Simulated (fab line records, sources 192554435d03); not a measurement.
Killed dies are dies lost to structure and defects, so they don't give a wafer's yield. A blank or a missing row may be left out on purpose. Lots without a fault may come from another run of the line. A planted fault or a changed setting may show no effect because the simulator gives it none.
fab line records | flow n5_finfet
record lots=11 wafers=29 last_day=19
route steps=1938 shown BEOL_M6@1214
lots that met no fault: from a run of the same line without faults
start_h: hours from the record's first day to the start of the lot's first wafer shown | wait_h: hours since the lot's step before | " the same as in the row above | L1.1+2: a row that stands for several wafers | - no value, or no start given | * or withheld: withheld | < > ~ a bound
route shown NAME@n: a module of which the file shows steps, and the number in the route of the first | usual: mean/standard deviation of fault-free wafers | same: alike in all rows | chamber/n: place in a boat | sites: the reading at each site | _std_site: their standard deviation | _edge_site: outer sites' mean less inner sites' | radius_mm: how far each site lies from the wafer's centre | mask NAME#n: copy n | behind: the tool/chamber that last shaped the wafer | hold: why the lot was held/for how many hours/how that ended | device: the transistor (n, p or np) that didn't switch | end of line: the same wafers' tests at the end of the route | a step without rows: its recipe alone | killed: dies lost to structure and defects at the first sort, not the wafer's yield | map: a wafer's dies, x killed, . not, _ none there
set.NAME: the setting as run; set.NAME@STEP: as run at that earlier step | model.NAME: the simulator's own value behind a step, which no gauge read
steps of the route over a sample of lots; a table a step, a row a wafer
services: from which hour (start_h, from the record's first day; less than 0 if before it) a tool's chamber was out of use, for how many hours, and why
## steps
# step N5_BEOL_M6_STRIP_67
# recipe chemistry=CF4 resist=SiARC power_w=300 bias_power_w=75 pressure_mtorr=50 cf4_flow_sccm=150 rf_frequency_hz=6e+07
# usual cf4_flow_sccm=149.9/0.42 drypump_motor_current_A=5.7/0.54 oes_product_au=0.78/0.078 rf_vpp_V=271.1/1.4 showerhead_plenum_p_Torr=1.78/0.044 throttle_valve_pct=13.54/0.26
# columns lot.wafer tool chamber start_h wait_h cf4_flow_sccm drypump_motor_current_A oes_product_au rf_hours_counter_h rf_vpp_V showerhead_plenum_p_Torr throttle_valve_pct
L751.1 rie_diel-06 0 193.49 0.0 150.4 5.3 0.75 181 272.5 1.85 13.81
L751.5 " 0 " " 149.5 5.3 0.74 - 272.9 1.85 13.77
L751.6 " 1 " " 149.8 6.5 0.82 - 270.5 1.78 12.97
L752.2 rie_diel-05 1 212.33 0.0 150.4 4.9 0.70 198 271.4 1.78 13.48
L752.5 " 1 " " 149.9 4.9 0.71 - 271.1 1.78 13.49
L752.6 " 0 " " 150.6 6.3 0.78 - 271.1 1.73 13.51
L753.4 rie_diel-06 0 221.30 0.0 150.6 5.3 0.75 188 272.2 1.85 13.81
L753.5 " 1 " " 149.4 6.4 0.81 - 270.3 1.78 13.01
L753.6 " 0 " " 150.3 5.3 0.74 - 272.7 1.85 13.81
L754.1 rie_diel-06 2 225.73 0.0 149.3 5.4 0.92 17 272.9 1.81 13.30
L754.3 " 0 " " 149.7 5.3 0.75 189 271.9 1.85 13.82
L754.6 " 1 " " 149.9 6.4 0.80 - 271.2 1.78 13.00
L761.1 rie_diel-05 0 267.85 0.0 150.4 6.3 0.76 156 267.9 1.72 13.57
L761.4 " 2 " " 150.1 5.9 0.83 83 268.4 1.75 13.43
L761.6 " 0 " " 149.8 6.3 0.75 - 269.2 1.72 13.60
L763.1 rie_diel-06 0 273.37 0.0 149.6 5.3 0.73 208 273.2 1.84 13.88
L763.2 " 3 " " 150.1 4.8 0.85 68 271.1 1.75 13.15
L763.3 " 2 " " 149.5 5.4 0.87 37 273.1 1.80 13.35
L770.5 rie_diel-05 0 314.76 0.0 150.4 6.3 0.74 - 270.5 1.72 13.63
L770.6 " 1 " " 149.7 4.9 0.68 - 272.0 1.76 13.58
L773.1 rie_diel-06 0 332.13 0.0 150.2 5.3 0.72 227 273.1 1.83 13.92
L773.3 " 2 " " 150.1 5.4 0.84 56 269.7 1.80 13.39
L773.5 " 1 " " 150.0 6.4 0.77 - 273.1 1.77 13.06
L771.2 rie_diel-02 1 333.40 0.0 150.0 5.7 0.72 194 270.1 1.76 13.85
L771.5 " 3 " " 149.6 5.3 0.86 - 270.9 1.85 13.73
L772.1 rie_diel-05 2 334.21 0.0 149.7 5.9 0.80 110 270.0 1.74 13.50
L772.4 " 0 " " 150.0 6.3 0.74 - 269.3 1.71 13.63
L774.4 rie_diel-05 0 360.08 0.0 150.3 6.3 0.73 - 269.1 1.71 13.70
L774.5 " 2 " " 149.5 5.9 0.78 - 269.7 1.74 13.51
# step N5_BEOL_M6_STRIP_36
# recipe chemistry=N2/H2 power_w=450 temp_c=40 pressure_mtorr=20 rf_frequency_hz=6e+07 overash_fraction=0.3 bias_power_w=7 h2_frac=0.5 n2_flow_sccm=200 h2_flow_sccm=200
# usual drypump_motor_current_A=5.6/0.56 h2_flow_sccm=200.0/0.59 oes_product_au=0.81/0.084 rf_vpp_V=59.3/1.5 showerhead_plenum_p_Torr=2.53/0.072 temp_c=40.01/0.1 throttle_valve_pct=23.5/0.33
# columns lot.wafer tool chamber start_h wait_h drypump_motor_current_A h2_flow_sccm oes_product_au rf_hours_counter_h rf_vpp_V showerhead_plenum_p_Torr temp_c throttle_valve_pct
L751.1 rie_diel-06 0 196.03 0.0 5.3 200.5 0.75 182 58.7 2.62 40.00 23.7
L751.5 " 3 " " 4.8 199.3 0.88 - 56.7 2.48 40.12 23.2
L751.6 " 2 " " 5.5 199.7 0.98 - 59.0 2.59 39.98 23.4
L752.2 rie_diel-06 3 218.41 0.0 4.8 200.6 0.88 46 59.1 2.48 39.82 23.2
L752.5 " 2 " " 5.5 199.1 0.97 - 59.6 2.58 39.88 23.4
L752.6 " 3 " " 4.8 201.5 0.89 - 58.6 2.48 39.95 23.2
L753.4 rie_diel-05 3 222.19 0.0 5.6 200.3 0.69 247 60.3 2.59 39.88 23.5
L753.5 " 0 " " 6.3 199.6 0.78 - 57.4 2.41 40.07 23.1
L753.6 " 1 " " 4.9 200.4 0.70 - 57.7 2.52 40.04 23.4
L754.1 rie_diel-05 1 227.26 0.0 4.9 200.4 0.71 204 58.0 2.52 40.00 23.4
L754.3 " 2 " " 5.9 199.9 0.83 75 58.5 2.46 40.00 23.2
L754.6 " 3 " " 5.6 199.9 0.68 - 57.6 2.59 40.10 23.5
L761.1 rie_diel-06 3 269.83 0.0 4.8 220.2 0.86 67 60.2 2.53 40.34 24.6
L761.4 " 1 " " 6.5 219.4 0.81 106 61.7 2.64 39.93 25.0
L761.6 " 2 " " 5.4 219.6 0.92 - 59.1 2.64 39.75 24.6
L763.1 rie_diel-06 3 275.07 0.0 4.8 219.2 0.85 69 58.7 2.53 40.02 24.6
L763.2 " 2 " " 5.4 220.0 0.90 38 60.3 2.64 40.22 24.6
L763.3 " 0 " " 5.3 219.3 0.73 209 59.7 2.67 39.87 25.0
L770.5 rie_diel-02 1 317.86 0.0 5.8 200.4 0.72 - 60.4 2.54 40.04 24.2
L770.6 " 2 " " 5.1 199.4 0.67 - 58.2 2.63 40.02 24.5
L773.1 rie_diel-05 0 333.49 0.0 6.3 200.1 0.75 181 58.5 2.39 40.15 23.1
L773.3 " 0 " " 6.3 199.3 0.75 - 57.7 2.39 39.99 23.2
L773.5 " 2 " " 5.9 200.3 0.78 - 58.4 2.44 39.79 23.2
L771.2 rie_diel-02 0 335.31 0.0 6.2 199.7 0.91 15 61.3 2.59 40.04 23.9
L771.5 " 0 " " 6.2 200.1 0.88 - 60.3 2.59 40.02 23.9
L772.1 rie_diel-02 0 336.46 0.0 6.2 200.1 0.90 16 58.4 2.60 39.98 23.8
L772.4 " 3 " " 5.3 198.8 0.86 - 60.0 2.57 39.99 23.9
L774.4 rie_diel-06 2 361.25 0.0 5.4 200.3 0.83 65 58.9 2.56 39.95 23.4
L774.5 " 3 " " 4.8 200.7 0.82 - 60.4 2.46 39.93 23.3
# step N5_BEOL_M6_STRIP_80
# recipe chemistry=N2/H2 time_s=10 power_w=450 temp_c=40 pressure_mtorr=20 rf_frequency_hz=6e+07 bias_power_w=7 n2_flow_sccm=200 h2_flow_sccm=200
# usual drypump_motor_current_A=5.6/0.56 h2_flow_sccm=200.1/0.54 oes_product_au=0.80/0.083 rf_vpp_V=59.2/0.86 showerhead_plenum_p_Torr=2.53/0.072 temp_c=40.01/0.11 throttle_valve_pct=23.5/0.33
# columns lot.wafer tool chamber start_h wait_h drypump_motor_current_A h2_flow_sccm oes_product_au rf_hours_counter_h rf_vpp_V showerhead_plenum_p_Torr temp_c throttle_valve_pct
L751.1 rie_diel-06 0 - - 5.3 199.9 0.75 182 59.1 2.62 39.99 23.7
L751.5 " 3 " " 4.8 200.1 0.89 - 57.9 2.48 40.02 23.2
L751.6 " 2 " " 5.4 199.8 0.97 - 60.5 2.59 40.12 23.4
L752.2 rie_diel-06 3 - - 4.8 200.7 0.88 46 58.1 2.48 39.99 23.2
L752.5 " 2 " " 5.5 200.2 0.95 - 59.9 2.58 39.83 23.4
L752.6 " 3 " " 4.8 200.3 0.88 - 59.4 2.48 40.12 23.2
L753.4 rie_diel-05 3 - - 5.6 200.2 0.69 247 59.6 2.59 39.97 23.5
L753.5 " 0 " " 6.3 200.2 0.79 - 58.4 2.41 40.09 23.1
L753.6 " 1 " " 4.9 200.0 0.70 - 60.0 2.52 40.00 23.4
L754.1 rie_diel-05 1 - - 4.9 200.6 0.69 204 59.0 2.52 39.97 23.4
L754.3 " 2 " " 5.9 199.9 0.83 75 59.0 2.46 40.19 23.2
L754.6 " 3 " " 5.6 200.3 0.69 - 61.0 2.59 40.03 23.5
L761.1 rie_diel-06 3 - - 4.8 200.3 0.85 68 59.0 2.47 39.95 23.2
L761.4 " 1 " " 6.5 199.7 0.81 106 59.8 2.58 39.92 23.6
L761.6 " 2 " " 5.4 199.1 0.90 - 59.8 2.57 40.03 23.4
L763.1 rie_diel-06 3 - - 4.8 199.6 0.85 69 58.0 2.47 40.28 23.2
L763.2 " 2 " " 5.4 200.5 0.89 38 58.7 2.57 39.85 23.4
L763.3 " 0 " " 5.3 200.3 0.72 209 58.4 2.61 39.97 23.8
L770.5 rie_diel-02 1 - - 5.8 200.4 0.72 - 59.4 2.54 40.00 24.2
L770.6 " 2 " " 5.1 199.5 0.66 - 59.4 2.63 40.05 24.5
L773.1 rie_diel-05 0 - - 6.3 200.2 0.75 181 59.5 2.39 39.75 23.1
L773.3 " 0 " " 6.3 200.1 0.75 - 58.8 2.39 40.10 23.2
L773.5 " 2 " " 5.9 200.7 0.79 - 58.8 2.44 39.90 23.2
L771.2 rie_diel-02 0 - - 6.2 199.7 0.91 15 59.2 2.59 39.87 23.9
L771.5 " 0 " " 6.2 200.4 0.91 - 58.6 2.60 39.90 23.9
L772.1 rie_diel-02 0 - - 6.2 199.8 0.89 16 58.5 2.59 40.00 23.9
L772.4 " 3 " " 5.3 201.1 0.85 - 59.9 2.57 40.16 23.8
L774.4 rie_diel-06 2 - - 5.4 200.2 0.85 66 59.1 2.56 39.84 23.4
L774.5 " 3 " " 4.8 199.3 0.81 - 58.6 2.46 40.15 23.3
# step N5_BEOL_M6_OCD_MEAS_38
# usual trench_depth_nm=93.1/2.3
# columns lot.wafer tool chamber start_h wait_h trench_depth_nm
L751.1 ocd-02 - 196.22 - 91.8
L751.5 " - " " 91.7
L751.6 " - " " 97.4
L752.2 ocd-02 - 218.61 - 92.5
L752.5 " - " " 98.0
L752.6 " - " " 92.4
L753.4 ocd-02 - 222.39 - 92.8
L753.5 " - " " 93.0
L753.6 " - " " 88.6
L754.1 ocd-01 - 227.45 - 87.5
L754.3 " - " " 90.6
L754.6 " - " " 92.4
L761.1 ocd-01 - 270.03 - 92.8
L761.4 " - " " 93.5
L761.6 " - " " 97.2
L763.1 ocd-02 - 275.26 - 92.4
L763.2 " - " " 96.3
L763.3 " - " " 90.8
L770.5 ocd-02 - 318.04 - 93.2
L770.6 " - " " 93.4
L773.1 ocd-01 - 333.77 - 95.0
L773.3 " - " " 95.9
L773.5 " - " " 91.6
L771.2 ocd-01 - 335.59 - 92.4
L771.5 " - " " 91.3
L772.1 ocd-02 - 336.74 - 92.4
L772.4 " - " " 94.7
L774.4 ocd-01 - 361.45 - 95.8
L774.5 " - " " 92.9
## services
# columns tool chamber start_h hours kind
rie_diel-06 1 173.12 2.4 repair
rie_diel-06 0 174.16 8.3 repair
rie_diel-02 3 177.94 - clean
rie_diel-02 3 177.94 - consumable_replace:focus_ring
rie_diel-02 3 177.94 17.6 scheduled_down
rie_diel-02 3 177.94 17.6 vent_cycle
rie_diel-05 3 211.18 8.2 repair
rie_diel-05 3 228.10 - clean
rie_diel-05 3 228.10 - consumable_replace:esc
rie_diel-05 3 228.10 - consumable_replace:focus_ring
rie_diel-05 3 228.10 26.0 scheduled_down
rie_diel-05 3 228.10 26.0 vent_cycle
rie_diel-05 1 231.51 7.3 repair
rie_diel-02 0 271.52 9.9 repair
rie_diel-02 0 281.47 - clean
rie_diel-02 0 281.47 - consumable_replace:focus_ring
rie_diel-02 0 281.47 15.5 scheduled_down
rie_diel-02 0 281.47 15.5 vent_cycle
rie_diel-02 3 287.60 16.7 repair
rie_diel-02 2 321.25 - clean
rie_diel-02 2 321.25 - consumable_replace:focus_ring
rie_diel-02 2 321.25 26.4 scheduled_down
rie_diel-02 2 321.25 26.4 vent_cycle
rie_diel-02 1 334.26 5.1 repair
## key
first_sign step=N5_BEOL_M6_STRIP_36 reading=h2_flow_sccm direction=up sigmas=33 usual=200.0 struck=219.6
effect step=N5_BEOL_M6_STRIP_36 reading=throttle_valve_pct direction=up sigmas=3.7 usual=* struck=*
met_at N5_BEOL_M6_STRIP_36
struck_lots L761,L763
baseline_loss step=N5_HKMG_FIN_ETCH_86 wafers=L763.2
not_acting_at N5_BEOL_M6_STRIP_67,N5_BEOL_M6_STRIP_80,N5_BEOL_M6_OCD_MEAS_38
onset_between 218.41 269.83
fault kind=process_parameter_drift tool=rie_diel-06 chamber=- onset_h=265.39 steps=N5_BEOL_M6_STRIP_36 channel=h2_flow_sccm offset=20 shape=step end_h=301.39 acts_in=these_recipes_only stated=200
# baseline_loss: these wafers lose ten dies or more at that step, a loss of the line's own and not of a fault; the sort's usual values leave them out
